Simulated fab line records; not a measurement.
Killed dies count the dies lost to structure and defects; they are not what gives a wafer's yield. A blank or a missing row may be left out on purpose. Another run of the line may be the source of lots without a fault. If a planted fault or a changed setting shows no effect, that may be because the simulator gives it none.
What tool caused it? / flow nand harc / Sampling: 6 lots, 18 wafers, 5 of 1159 route steps

== WHAT THE GAUGES READ, wafer by wafer ==
NHARC_END_SORT_01.
lot=L411; measured=day 19 21:22; on=prober-01; sort_bin_2_pct (%)=0.6 1.2 0.3
lot=L419; measured=day 21 06:29; on=prober-02; sort_bin_2_pct (%)=0.9 0.7 0.3
lot=L424; measured=day 22 06:43; on=prober-02; sort_bin_2_pct (%)=96.2 96.8 97.5

== EACH LOT AND THE TOOL THAT RAN IT (in order: tool; ch and the chambers of the sampled wafers; start) ==
lot=L411; NHARC_A_BONDPAD_DEP_00=pecvd-03 ch 0,1, day 18 04:32 or earlier; NHARC_A_BONDPAD_CMP_29=cmp-03 ch 1,2, day 18 04:32; NHARC_A_BONDPAD_STRIP_15=rie diel-06 ch 0,2,3, day 18 06:05; NHARC_A_BONDPAD_CMP_19=cmp-04 ch 1,2, day 18 07:55
lot=L419; NHARC_A_BONDPAD_DEP_00=pecvd-02 ch 0,1,2, day 19 19:38; NHARC_A_BONDPAD_CMP_29=cmp-04 ch 0,1,3, day 19 20:04; NHARC_A_BONDPAD_STRIP_15=rie diel-06 ch 0,2,3, day 19 21:25; NHARC_A_BONDPAD_CMP_19=cmp-02 ch 0,2, day 19 23:07
lot=L424; NHARC_A_BONDPAD_DEP_00=pecvd-01 ch 0, day 20 17:43; NHARC_A_BONDPAD_CMP_29=cmp-02 ch 0,1, day 20 18:25; NHARC_A_BONDPAD_STRIP_15=rie diel-06 ch 0,3, day 20 19:42; NHARC_A_BONDPAD_CMP_19=cmp-03 ch 1,2, day 20 21:55
lot=L428; NHARC_A_BONDPAD_DEP_00=pecvd-01 ch 0,1,2, day 22 07:53; NHARC_A_BONDPAD_CMP_29=cmp-02 ch 1,2,3, day 22 08:19; NHARC_A_BONDPAD_STRIP_15=rie diel-06 ch 0,2, day 22 09:44; NHARC_A_BONDPAD_CMP_19=cmp-04 ch 0,2,3, day 22 11:27
lot=L433; NHARC_A_BONDPAD_DEP_00=pecvd-02 ch 0,1, day 23 10:06 or earlier; NHARC_A_BONDPAD_CMP_29=cmp-04 ch 0,2,3, day 23 10:06; NHARC_A_BONDPAD_STRIP_15=rie diel-06 ch 0,1,2, day 23 11:29; NHARC_A_BONDPAD_CMP_19=cmp-02 ch 0,2,3, day 23 13:08
lot=L434; NHARC_A_BONDPAD_DEP_00=pecvd-03 ch 1,2, day 23 21:59; NHARC_A_BONDPAD_CMP_29=cmp-02 ch 2,3, day 23 22:25; NHARC_A_BONDPAD_STRIP_15=rie diel-06 ch 1,2,3, day 23 23:48; NHARC_A_BONDPAD_CMP_19=cmp-03 ch 0,1,2, day 24 01:29
- NHARC_A_BONDPAD_DEP_00: deposits SiCN, target thk 250 nm.
- NHARC_A_BONDPAD_CMP_29: polishes SiCN, target thk 200 nm.
- NHARC_A_BONDPAD_STRIP_15: strips in O2.
- NHARC_A_BONDPAD_CMP_19: polishes, t overpolish 30 s, cu recess touch 16 s, target thk 169.8 nm.

== THE ANSWER, worked out from the rows above alone ==
Rule: the usual values come from the lots themselves. Put in order of their means at a reading, lots are off if they are a third of the lots or fewer, leave a main group of 4 or more, and stand apart from it by a gap of 3 or more times the standard deviation of the main group's means; of several such gaps the widest counts. If all means in a main group match to the digits the tables above print for the reading, that group is not used. Also off: a lot with no number at a reading for which 4 or more lots have one. The other lots that the step has rows for count as sound.
None of the lots is off at any reading shown; this tells nothing.

== WHAT THE SIMULATOR PUT IN ==
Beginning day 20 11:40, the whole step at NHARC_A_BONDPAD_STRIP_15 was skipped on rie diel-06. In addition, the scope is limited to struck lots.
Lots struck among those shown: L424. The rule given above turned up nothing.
